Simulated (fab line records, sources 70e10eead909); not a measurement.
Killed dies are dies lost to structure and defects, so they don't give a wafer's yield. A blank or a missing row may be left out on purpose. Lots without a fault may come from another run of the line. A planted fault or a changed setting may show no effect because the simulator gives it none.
fab line records | flow nand_harc
record lots=24 wafers=72 last_day=33
route steps=1302 shown P_BONDPAD@377 A_ZERO_WELL@403 A_CHANNEL_HOLE_D1@451
lots that met no fault: from a run of the same line without faults
start_h: hours from the record's first day to the start of the lot's first wafer shown | wait_h: hours since the lot's step before | " the same as in the row above | L1.1+2: a row that stands for several wafers | - no value, or no start given | * or withheld: withheld | < > ~ a bound
route shown NAME@n: a module of which the file shows steps, and the number in the route of the first | usual: mean/standard deviation of fault-free wafers | same: alike in all rows | chamber/n: place in a boat | sites: the reading at each site | _std_site: their standard deviation | _edge_site: outer sites' mean less inner sites' | radius_mm: how far each site lies from the wafer's centre | mask NAME#n: copy n | behind: the tool/chamber that last shaped the wafer | hold: why the lot was held/for how many hours/how that ended | device: the transistor (n, p or np) that didn't switch | end of line: the same wafers' tests at the end of the route | a step without rows: its recipe alone | killed: dies lost to structure and defects at the first sort, not the wafer's yield | map: a wafer's dies, x killed, . not, _ none there
set.NAME: the setting as run; set.NAME@STEP: as run at that earlier step | model.NAME: the simulator's own value behind a step, which no gauge read
steps of the route over a sample of lots; a table a step, a row a wafer
services: from which hour (start_h, from the record's first day; less than 0 if before it) a tool's chamber was out of use, for how many hours, and why
## steps
# step NHARC_P_BONDPAD_PVD_27
# recipe target_thk_a=300 chamber_pressure_pa=5 power_w=5000 substrate_temp_c=30 time_s=20.49 material=Cu
# usual throttle_valve_pct=29.7/1.3
# columns lot.wafer tool chamber start_h wait_h throttle_valve_pct
L074.2 pvd_sputter-03 - - - 31.3
L074.4 " - " " 27.1
L074.6 " - " " 31.5
L076.2 pvd_sputter-03 - - - 27.2
L076.3 " - " " 30.3
L076.5 " - " " 30.3
L075.4 pvd_sputter-01 - - - 28.8
L075.2 " - " " 31.0
L075.6 " - " " 28.9
L077.1 pvd_sputter-02 - - - 30.1
L077.3 " - " " 31.2
L077.4 " - " " 28.2
L078.1 pvd_sputter-01 - - - 30.7
L078.6 " - " " 27.1
L078.5 " - " " 28.8
L079.2 pvd_sputter-03 - - - 30.3
L079.6 " - " " 31.7
L079.5 " - " " 28.6
L081.1 pvd_sputter-02 - - - 30.2
L081.3 " - " " 28.5
L081.6 " - " " 29.5
L080.2 pvd_sputter-03 - - - 31.5
L080.3 " - " " 30.6
L080.1 " - " " 30.3
L082.2 pvd_sputter-01 - - - 28.7
L082.4 " - " " 30.6
L082.6 " - " " 28.9
L083.2 pvd_sputter-01 - - - 28.7
L083.4 " - " " 27.6
L083.5 " - " " 28.7
L084.1 pvd_sputter-02 - - - 29.7
L084.3 " - " " 30.2
L084.6 " - " " 29.6
L085.1 pvd_sputter-02 - - - 29.7
L085.2 " - " " 31.2
L085.6 " - " " 29.9
L086.4 pvd_sputter-03 - - - 30.3
L086.6 " - " " 28.5
L086.5 " - " " 30.3
L088.1 pvd_sputter-02 - - - 31.2
L088.3 " - " " 30.0
L088.5 " - " " 31.2
L087.3 pvd_sputter-03 - - - 31.7
L087.6 " - " " 28.3
L087.5 " - " " 30.3
L089.2 pvd_sputter-03 - - - 30.4
L089.4 " - " " 30.2
L089.6 " - " " 28.2
L090.4 pvd_sputter-03 - - - 30.4
L090.1 " - " " 28.1
L090.6 " - " " 30.4
L091.2 pvd_sputter-02 - - - 30.1
L091.6 " - " " 30.1
L091.5 " - " " 30.6
L092.3 pvd_sputter-01 - - - 28.3
L092.1 " - " " 28.9
L092.5 " - " " 27.7
L093.4 pvd_sputter-03 - - - 28.6
L093.3 " - " " 30.2
L093.5 " - " " 31.8
L094.3 pvd_sputter-02 - - - 28.1
L094.6 " - " " 28.0
L094.5 " - " " 29.2
L095.2 pvd_sputter-01 - - - 31.1
L095.1 " - " " 28.9
L095.6 " - " " 27.7
L096.2 pvd_sputter-01 - - - 30.9
L096.6 " - " " 31.2
L096.5 " - " " 27.7
L097.3 pvd_sputter-03 - - - 31.6
L097.4 " - " " 30.2
L097.6 " - " " 27.5
# step NHARC_P_BONDPAD_ANNEAL_28
# recipe temp_c=225 time_s=90
# usual wafer_temp_C_max=226.9/0.37
# columns lot.wafer tool chamber start_h wait_h wafer_temp_C_max
L074.2 rtp_anneal-02 0 140.21 0.4 226.3
L074.4 " 0 " " 226.7
L074.6 " 0 " " 227.2
L076.2 rtp_anneal-01 0 151.99 0.3 226.9
L076.3 " 0 " " 226.8
L076.5 " 0 " " 226.8
L075.2 rtp_anneal-02 0 152.62 0.4 227.5
L075.4 " 0 " " 227.2
L075.6 " 0 " " 226.3
L077.1 rtp_anneal-02 0 166.44 0.3 227.5
L077.3 " 0 " " 226.7
L077.4 " 0 " " 226.7
L078.1 rtp_anneal-02 0 180.57 - 227.5
L078.5 " 0 " " 227.1
L078.6 " 0 " " 227.3
L079.2 rtp_anneal-01 0 185.56 - 226.9
L079.5 " 0 " " 226.7
L079.6 " 0 " " 226.9
L081.1 rtp_anneal-02 0 201.38 0.3 226.8
L081.3 " 0 " " 227.0
L081.6 " 0 " " 226.3
L080.1 rtp_anneal-01 0 202.39 - 227.1
L080.2 " 0 " " 226.5
L080.3 " 0 " " 226.8
L082.2 rtp_anneal-02 0 222.82 0.4 226.8
L082.4 " 0 " " 226.1
L082.6 " 0 " " 227.1
L083.2 rtp_anneal-01 0 224.62 - 227.2
L083.4 " 0 " " 227.3
L083.5 " 0 " " 226.8
L084.1 rtp_anneal-01 0 239.86 0.3 226.6
L084.3 " 0 " " 226.7
L084.6 " 0 " " 226.9
L085.1 rtp_anneal-01 0 243.65 0.3 227.3
L085.2 " 0 " " 226.8
L085.6 " 0 " " 227.8
L086.4 rtp_anneal-01 0 255.27 0.3 226.8
L086.5 " 0 " " 226.6
L086.6 " 0 " " 226.9
L088.1 rtp_anneal-01 0 285.77 - 226.8
L088.3 " 0 " " 227.0
L088.5 " 0 " " 227.6
L087.3 rtp_anneal-01 0 286.45 0.3 226.5
L087.5 " 0 " " 226.9
L087.6 " 0 " " 226.6
L089.2 rtp_anneal-01 0 294.64 0.3 226.7
L089.4 " 0 " " 227.0
L089.6 " 0 " " 226.6
L090.1 rtp_anneal-02 0 299.77 - 227.5
L090.4 " 0 " " 227.0
L090.6 " 0 " " 226.7
L091.2 rtp_anneal-01 0 312.45 0.3 226.7
L091.5 " 0 " " 226.6
L091.6 " 0 " " 226.9
L092.1 rtp_anneal-02 0 317.23 0.3 227.1
L092.3 " 0 " " 226.8
L092.5 " 0 " " 226.6
L093.3 rtp_anneal-02 0 327.37 0.3 226.4
L093.4 " 0 " " 226.6
L093.5 " 0 " " 226.7
L094.3 rtp_anneal-01 0 340.10 - 226.9
L094.5 " 0 " " 227.0
L094.6 " 0 " " 227.2
L095.1 rtp_anneal-01 0 350.12 0.3 226.7
L095.2 " 0 " " 226.8
L095.6 " 0 " " 226.5
L096.2 rtp_anneal-02 0 359.11 0.3 226.5
L096.5 " 0 " " 226.5
L096.6 " 0 " " 226.6
L097.3 rtp_anneal-02 0 365.94 0.3 226.9
L097.4 " 0 " " 226.8
L097.6 " 0 " " 226.5
# step NHARC_A_ZERO_WELL_DESCUM_12
# recipe time_s=3 o2_flow_sccm=200 ar_flow_sccm=0 bias_power_w=0 chemistry=O2
# usual drypump_motor_current_A=6.0/0.45 oes_product_au=0.997/0.0099 rf_vpp_V=58.1/0.83 showerhead_plenum_p_Torr=1.96/0.1 throttle_valve_pct=11.311/0.0093
# columns lot.wafer tool chamber start_h wait_h drypump_motor_current_A oes_product_au rf_hours_counter_h rf_vpp_V showerhead_plenum_p_Torr throttle_valve_pct
L074.2 rie_diel-05 3 142.54 - 6.0 0.986 2 57.1 2.06 11.317
L074.4 " 1 " " 6.4 0.991 3 58.2 1.81 11.304
L074.6 " 0 " " 5.8 0.987 - 57.6 2.03 11.308
L076.2 rie_diel-13 0 154.14 - 5.1 0.990 26 57.4 1.78 11.295
L076.3 " 3 " " 4.8 0.976 27 57.1 1.81 11.300
L076.5 " 1 " " 5.7 0.984 - 58.5 1.96 11.295
L075.4 rie_diel-05 1 154.78 - 6.4 0.994 3 57.1 1.81 11.319
L075.2 " 3 " " 6.0 0.984 2 58.6 2.06 11.306
L075.6 " 2 " " 6.6 1.006 - 56.5 1.99 11.305
L077.4 rie_diel-05 1 168.66 - 6.4 0.996 3 58.8 1.81 11.327
L077.1 " 2 " " 6.6 1.008 3 58.0 1.99 11.297
L077.3 " 3 " " 6.0 0.994 2 58.6 2.06 11.313
L078.1 rie_diel-13 3 182.99 - 4.8 0.983 2 58.4 1.81 11.314
L078.6 " 1 " " 5.8 0.987 - 57.2 1.96 11.301
L078.5 " 2 " " 5.7 0.997 - 58.4 2.04 11.309
L079.2 rie_diel-05 3 187.90 - 6.0 0.993 3 58.2 2.06 11.307
L079.5 " 3 " " 5.9 0.992 - 58.2 2.06 11.301
L079.6 " 0 " " 5.8 0.992 - 57.7 2.03 11.299
L081.1 rie_diel-02 3 203.75 - 5.3 1.015 54 57.6 1.92 11.303
L081.3 " 0 " " 6.0 0.978 61 57.4 1.82 11.309
L081.6 " 1 " " 5.4 1.002 - 59.6 2.05 11.323
L080.3 rie_diel-05 2 204.74 - 6.5 1.001 4 57.8 1.99 11.315
L080.1 " 3 " " 6.0 0.980 3 59.4 2.06 11.317
L080.2 " 0 " " 5.8 0.982 3 57.8 2.03 11.303
L082.4 rie_diel-05 2 225.13 - 6.6 1.006 5 56.2 1.99 11.318
L082.2 " 3 " " 6.0 0.997 4 57.5 2.06 11.305
L082.6 " 3 " " 6.0 0.994 - 58.7 2.06 11.313
L083.4 rie_diel-13 3 226.91 - 4.8 0.979 8 58.5 1.81 11.316
L083.2 " 0 " " 5.1 1.005 8 58.1 1.78 11.294
L083.5 " 1 " " 5.7 0.981 - 58.4 1.96 11.306
L084.1 rie_diel-05 2 242.19 - 6.6 0.999 0 58.0 1.99 11.330
L084.3 " 3 " " 6.0 0.996 0 58.9 2.06 11.315
L084.6 " 2 " " 6.6 1.002 - 59.2 1.99 11.323
L085.2 rie_diel-02 2 245.92 - 6.2 1.000 8 57.0 2.00 11.307
L085.1 " 1 " " 5.3 0.999 5 59.6 2.05 11.306
L085.6 " 3 " " 5.3 1.004 - 58.5 1.92 11.313
L086.4 rie_diel-05 3 257.46 - 6.0 1.005 0 59.1 2.06 11.314
L086.5 " 3 " " 6.0 1.001 - 59.0 2.06 11.300
L086.6 " 0 " " 5.8 1.001 - 58.3 2.02 11.322
L088.3 rie_diel-05 0 288.15 - 5.8 0.994 2 57.1 2.02 11.315
L088.1 " 1 " " 6.3 0.986 2 57.1 1.80 11.311
L088.5 " 3 " " 6.0 1.000 - 58.6 2.06 11.324
L087.3 rie_diel-13 1 288.71 - 5.7 0.993 16 57.6 1.96 11.305
L087.5 " 1 " " 5.7 0.994 - 58.4 1.96 11.306
L087.6 " 2 " " 5.7 0.993 - 58.2 2.03 11.316
L089.2 rie_diel-05 3 296.87 - 6.0 1.001 2 58.2 2.06 11.323
L089.6 " 0 " " 5.8 1.008 - 58.5 2.02 11.291
L089.4 " 1 " " 6.4 1.000 - 55.9 1.80 11.303
L090.1 rie_diel-05 3 301.98 - 6.0 0.998 2 58.7 2.06 11.325
L090.6 " 3 " " 6.0 1.004 - 58.0 2.06 11.313
L090.4 " 1 " " 6.3 1.003 - 57.4 1.80 11.313
L091.2 rie_diel-05 3 314.64 - 5.9 0.994 2 59.2 2.06 11.323
L091.5 " 0 " " 5.9 1.003 - 59.0 2.02 11.313
L091.6 " 1 " " 6.3 1.008 - 58.8 1.80 11.316
L092.3 rie_diel-02 0 319.58 - 6.0 0.984 30 56.6 1.81 11.310
L092.1 " 1 " " 5.3 1.006 27 58.6 2.04 11.307
L092.5 " 3 " " 5.3 1.008 - 58.0 1.91 11.317
L093.4 rie_diel-05 0 329.61 - 5.8 1.005 3 57.0 2.02 11.309
L093.3 " 2 " " 6.6 1.019 1 57.5 1.99 11.311
L093.5 " 1 " " 6.4 0.999 - 56.2 1.80 11.312
L094.3 rie_diel-05 1 342.27 - 6.4 0.998 3 56.9 1.80 11.315
L094.6 " 3 " " 6.0 0.999 - 58.5 2.06 11.325
L094.5 " 0 " " 5.8 1.005 - 58.7 2.02 11.313
L095.1 rie_diel-13 2 352.51 - 5.7 0.978 0 58.0 2.03 11.296
L095.2 " 1 " " 5.7 0.980 0 58.3 1.95 11.315
L095.6 " 2 " " 5.7 0.985 - 57.9 2.03 11.300
L096.2 rie_diel-05 2 361.44 - 6.6 1.008 1 58.0 1.99 11.308
L096.5 " 1 " " 6.4 1.001 - 57.2 1.80 11.318
L096.6 " 2 " " 6.6 1.009 - 58.2 1.99 11.312
L097.4 rie_diel-05 1 368.05 - 6.3 0.998 4 58.4 1.80 11.317
L097.3 " 2 " " 6.6 1.015 2 57.6 1.99 11.296
L097.6 " 1 " " 6.3 1.006 - 57.3 1.80 11.312
# step NHARC_A_CHANNEL_HOLE_D1_DEP_01
# recipe target_thk_a=1400 target_thk_nm=140 temp_c=400 pressure_torr=3.5 flow_sccm=200 rf_w=350 material=SiON
# usual heater_power_w=726/74
# columns lot.wafer tool chamber start_h wait_h heater_power_w
L074.2 pecvd-04 1 181.64 1.3 711
L074.6 " 2 " " 817
L074.4 " 0 " " 620
L075.2 pecvd-04 2 196.62 1.3 824
L075.4 " 2 " " 697
L075.6 " 1 " " 773
L076.3 pecvd-02 0 198.54 1.0 575
L076.2 " 1 " " 744
L076.5 " 2 " " 740
L077.3 pecvd-02 0 209.41 1.0 527
L077.1 " 1 " " 746
L077.4 " 2 " " 800
L079.2 pecvd-04 1 222.17 1.3 698
L079.6 " 0 " " 679
L079.5 " 1 " " 709
L078.1 pecvd-04 2 223.98 1.6 675
L078.5 " 2 " " 702
L078.6 " 0 " " 607
L080.2 pecvd-04 0 247.83 1.3 718
L080.1 " 1 " " 755
L080.3 " 2 " " 767
L081.3 pecvd-03 1 247.87 1.0 736
L081.1 " 2 " " 675
L081.6 " 0 " " 749
L083.2 pecvd-03 1 264.24 1.3 793
L083.4 " 2 " " 677
L083.5 " 1 " " 805
L082.2 pecvd-03 2 265.40 1.3 717
L082.4 " 2 " " 713
L082.6 " 1 " " 789
L084.3 pecvd-02 2 281.91 1.0 750
L084.1 " 0 " " 632
L084.6 " 0 " " 654
L085.2 pecvd-03 2 286.32 1.3 654
L085.1 " 1 " " 780
L085.6 " 0 " " 715
L086.6 pecvd-04 0 294.66 0.1 716
L086.4 " 1 " " 792
L086.5 " 2 " " 783
L087.3 pecvd-04 2 327.66 1.0 804
L087.5 " 0 " " 624
L087.6 " 1 " " 842
L088.3 pecvd-04 1 329.14 1.0 840
L088.1 " 2 " " 736
L088.5 " 1 " " 865
L089.2 pecvd-04 0 334.42 1.3 648
L089.6 " 1 " " 884
L089.4 " 2 " " 704
L090.1 pecvd-03 2 341.56 1.6 732
L090.4 " 2 " " 581
L090.6 " 0 " " 775
L091.2 pecvd-02 1 352.65 1.3 755
L091.5 " 2 " " 721
L091.6 " 0 " " 645
L092.1 pecvd-02 2 363.14 1.6 739
L092.3 " 1 " " 783
L092.5 " 2 " " 749
L093.3 pecvd-04 2 368.42 1.0 804
L093.4 " 1 " " 803
L093.5 " 0 " " 668
L094.3 pecvd-02 0 387.19 1.0 563
L094.6 " 1 " " 643
L094.5 " 0 " " 560
L095.2 pecvd-04 2 389.79 1.3 811
L095.1 " 0 " " 592
L095.6 " 1 " " 771
L096.2 pecvd-02 0 400.49 1.3 609
L096.6 " 0 " " 594
L096.5 " 2 " " 830
L097.3 pecvd-03 2 407.22 1.0 699
L097.6 " 0 " " 668
L097.4 " 2 " " 713
# step NHARC_A_CHANNEL_HOLE_D1_ETCH_16
# recipe target_depth_a=31000 over_etch_frac=0.3 time_s=806 ion_energy_ev=150 o2_flow_sccm=400 cos_flow_sccm=20 ar_flow_sccm=0 rf_w=500 bias_w=300 chemistry=O2/COS
# usual drypump_motor_current_A=5.6/0.54 oes_product_au=1.002/0.0098 rf_vpp_V=314.3/2.1 showerhead_plenum_p_Torr=3.13/0.13 throttle_valve_pct=28.330/0.0088
# columns lot.wafer tool chamber start_h wait_h drypump_motor_current_A oes_product_au rf_hours_counter_h rf_vpp_V showerhead_plenum_p_Torr throttle_valve_pct
L074.2 rie_diel-07 2 - - 4.8 1.001 3 316.0 3.23 28.329
L074.4 " 3 " " 5.7 1.000 5 314.7 3.22 28.335
L074.6 " 2 " " 4.8 1.004 - 316.5 3.23 28.348
L075.4 rie_diel-07 1 - - 5.3 0.982 5 312.9 2.95 28.317
L075.2 " 3 " " 5.7 1.004 6 314.4 3.22 28.337
L075.6 " 1 " " 5.3 0.997 - 312.8 2.94 28.334
L076.2 rie_diel-10 1 - - 6.5 1.014 33 312.8 3.03 28.346
L076.3 " 3 " " 6.8 1.013 41 315.9 3.28 28.336
L076.5 " 1 " " 6.5 1.017 - 313.9 3.03 28.323
L077.1 rie_diel-07 2 - - 4.8 1.012 5 316.2 3.23 28.331
L077.4 " 3 " " 5.7 1.013 7 315.9 3.22 28.322
L077.3 " 0 " " 5.5 1.001 7 316.2 3.17 28.325
L079.2 rie_diel-07 3 - - 5.7 0.996 8 315.8 3.22 28.333
L079.6 " 3 " " 5.7 0.992 - 315.9 3.22 28.330
L079.5 " 0 " " 5.5 0.997 - 314.5 3.17 28.341
L078.1 rie_diel-07 1 - - 5.3 1.005 8 311.3 2.94 28.335
L078.5 " 3 " " 5.7 1.000 - 315.0 3.22 28.323
L078.6 " 0 " " 5.5 1.011 - 316.0 3.17 28.317
L080.1 rie_diel-11 0 - - 5.4 0.992 43 316.7 3.33 28.322
L080.2 " 1 " " 5.4 1.000 47 316.2 3.22 28.332
L080.3 " 3 " " 6.3 0.983 43 311.6 2.99 28.321
L081.3 rie_diel-11 0 - - 5.4 0.980 43 319.0 3.33 28.336
L081.1 " 1 " " 5.4 1.006 48 316.0 3.22 28.328
L081.6 " 2 " " 6.1 0.987 - 309.5 2.92 28.328
L083.2 rie_diel-07 2 266.08 0.2 4.8 1.004 10 315.3 3.23 28.322
L083.4 " 0 " " 5.5 1.009 - 314.2 3.16 28.321
L083.5 " 0 " " 5.5 0.991 - 314.2 3.17 28.329
L082.4 rie_diel-10 0 - - 5.5 1.019 7 316.5 3.25 28.334
L082.2 " 1 " " 6.5 1.004 8 313.2 3.02 28.349
L082.6 " 3 " " 6.8 1.005 - 316.3 3.27 28.319
L084.3 rie_diel-10 0 - - 5.5 1.012 12 315.4 3.25 28.338
L084.1 " 2 " " 5.2 0.999 12 309.7 2.92 28.328
L084.6 " 0 " " 5.5 1.010 - 315.3 3.25 28.339
L085.2 rie_diel-07 2 - - 4.8 1.019 13 315.6 3.23 28.317
L085.1 " 0 " " 5.5 1.010 14 315.7 3.16 28.319
L085.6 " 0 " " 5.5 1.003 - 314.7 3.16 28.315
L086.4 rie_diel-10 3 - - 6.8 0.999 19 315.0 3.26 28.335
L086.5 " 3 " " 6.8 1.009 - 315.8 3.26 28.326
L086.6 " 0 " " 5.5 0.999 - 314.9 3.24 28.338
L087.3 rie_diel-07 3 - - 5.7 0.998 1 314.9 3.21 28.327
L087.5 " 3 " " 5.7 0.998 - 315.3 3.21 28.355
L087.6 " 0 " " 5.5 0.985 - 314.7 3.16 28.333
L088.1 rie_diel-07 3 - - 5.7 1.008 2 315.5 3.21 28.337
L088.3 " 2 " " 4.8 1.005 2 314.8 3.23 28.318
L088.5 " 3 " " 5.7 1.005 - 315.8 3.21 28.326
L089.2 rie_diel-10 1 - - 6.5 1.008 28 314.2 3.01 28.354
L089.4 " 3 " " 6.8 1.005 31 316.9 3.25 28.327
L089.6 " 1 " " 6.5 1.006 - 312.5 3.01 28.332
L090.4 rie_diel-07 3 - - 5.7 0.991 3 315.0 3.21 28.318
L090.1 " 2 " " 4.8 1.005 3 316.3 3.22 28.318
L090.6 " 3 " " 5.7 1.010 - 315.0 3.21 28.327
L091.2 rie_diel-11 3 - - 6.3 1.000 26 311.5 2.98 28.330
L091.6 " 2 " " 6.1 1.017 - 310.9 2.90 28.333
L091.5 " 3 " " 6.3 0.990 - 312.3 2.98 28.332
L092.1 rie_diel-07 2 - - 4.8 1.012 5 314.4 3.22 28.330
L092.3 " 1 " " 5.3 1.010 5 311.0 2.94 28.331
L092.5 " 3 " " 5.7 1.012 - 315.5 3.21 28.325
L093.4 rie_diel-07 0 - - 5.5 1.002 6 315.7 3.16 28.328
L093.3 " 2 " " 4.8 1.022 5 314.9 3.22 28.345
L093.5 " 1 " " 5.3 1.010 - 311.3 2.94 28.320
L094.3 rie_diel-07 3 - - 5.7 0.994 7 315.5 3.21 28.342
L094.5 " 0 " " 5.5 0.990 - 315.4 3.16 28.340
L094.6 " 1 " " 5.3 0.993 - 311.3 2.94 28.325
L095.2 rie_diel-10 3 - - 6.8 1.006 51 316.3 3.24 28.323
L095.1 " 0 " " 5.5 1.018 52 314.6 3.23 28.320
L095.6 " 2 " " 5.2 0.995 - 312.0 2.90 28.319
L096.2 rie_diel-07 0 - - 5.5 0.990 9 314.9 3.16 28.352
L096.5 " 2 " " 4.8 1.011 - 315.1 3.22 28.335
L096.6 " 3 " " 5.7 1.004 - 315.4 3.21 28.335
L097.3 rie_diel-11 1 - - 5.4 1.005 45 314.4 3.19 28.322
L097.4 " 2 " " 6.1 1.006 47 309.7 2.89 28.339
L097.6 " 3 " " 6.2 0.992 - 312.4 2.97 28.331
# step NHARC_A_CHANNEL_HOLE_D1_CD_MEAS_18
# usual cd_nm=99.9/2.4
# columns lot.wafer tool chamber start_h wait_h cd_nm
L074.2 cd_sem-03 - 183.60 - 97.4
L074.4 " - " " 100.1
L074.6 " - " " 96.3
L075.2 cd_sem-03 - 198.51 - 103.3
L075.4 " - " " 102.3
L075.6 " - " " 102.0
L076.2 cd_sem-02 - 200.63 - 96.5
L076.3 " - " " 103.6
L076.5 " - " " 95.5
L077.1 cd_sem-03 - 211.55 - 97.9
L077.3 " - " " 100.5
L077.4 " - " " 97.5
L079.2 cd_sem-01 - 224.17 - 104.5
L079.5 " - " " 101.5
L079.6 " - " " 100.7
L078.1 cd_sem-02 - 225.96 - 100.3
L078.5 " - " " 102.2
L078.6 " - " " 99.0
L080.1 cd_sem-03 - 250.02 - 102.1
L080.2 " - " " 94.4
L080.3 " - " " 98.9
L081.1 cd_sem-03 - 250.47 - 97.0
L081.3 " - " " 94.6
L081.6 " - " " 97.4
L083.2 cd_sem-02 - 266.90 0.7 97.7
L083.4 " - " " 100.4
L083.5 " - " " 100.3
L082.2 cd_sem-02 - 267.46 - 95.8
L082.4 " - " " 99.9
L082.6 " - " " 99.9
L084.1 cd_sem-01 - 283.90 - 98.4
L084.3 " - " " 97.9
L084.6 " - " " 96.7
L085.1 cd_sem-01 - 288.59 - 101.5
L085.2 " - " " 97.4
L085.6 " - " " 102.5
L086.4 cd_sem-03 - 296.57 - 99.7
L086.5 " - " " 99.4
L086.6 " - " " 98.2
L087.3 cd_sem-03 - 329.55 - 102.7
L087.5 " - " " 102.3
L087.6 " - " " 98.8
L088.1 cd_sem-02 - 331.00 - 104.4
L088.3 " - " " 103.3
L088.5 " - " " 104.3
L089.2 cd_sem-03 - 336.48 - 101.0
L089.4 " - " " 102.4
L089.6 " - " " 96.2
L090.1 cd_sem-01 - 343.58 - 102.0
L090.4 " - " " 102.7
L090.6 " - " " 102.8
L091.2 cd_sem-01 - 354.66 - 98.1
L091.5 " - " " 96.7
L091.6 " - " " 100.5
L092.1 cd_sem-03 - 365.16 - 98.3
L092.3 " - " " 98.7
L092.5 " - " " 101.3
L093.3 cd_sem-02 - 370.42 - 100.3
L093.4 " - " " 100.5
L093.5 " - " " 97.8
L094.3 cd_sem-02 - 389.16 - 100.2
L094.5 " - " " 101.0
L094.6 " - " " 99.3
L095.1 cd_sem-03 - 391.97 - 104.0
L095.2 " - " " 100.7
L095.6 " - " " 100.3
L096.2 cd_sem-02 - 402.51 - 103.7
L096.5 " - " " 100.9
L096.6 " - " " 106.3
L097.3 cd_sem-02 - 409.30 - 97.9
L097.4 " - " " 100.7
L097.6 " - " " 99.1
## services
# columns tool chamber start_h hours kind
rie_diel-07 - 117.20 9.0 pm
rie_diel-05 - 123.58 0.1 repair
pvd_sputter-03 - 159.58 1.4 repair
rie_diel-07 2 162.96 19.0 repair
pecvd-04 - 165.22 1.1 repair
pvd_sputter-03 - 168.24 3.4 repair
rie_diel-05 0 190.28 3.3 repair
rie_diel-05 - 195.86 0.9 repair
rie_diel-05 - 229.60 9.0 pm
rie_diel-07 3 264.80 9.4 repair
rie_diel-05 2 269.35 35.1 repair
pecvd-04 - 269.44 13.0 pm
rie_diel-05 3 270.57 4.6 repair
rie_diel-07 3 276.96 22.8 repair
rie_diel-07 - 294.20 9.0 pm
rie_diel-05 0 306.86 3.9 repair
pecvd-04 - 337.53 2.8 repair
rie_diel-07 - 338.27 0.5 repair
pecvd-04 2 347.69 5.7 repair
rtp_anneal-01 - 372.00 12.0 pm
rie_diel-05 3 378.38 5.7 repair
rie_diel-05 1 393.13 3.9 repair
rtp_anneal-02 - 395.95 4.5 repair
rie_diel-05 - 406.60 9.0 pm
## key
fault none
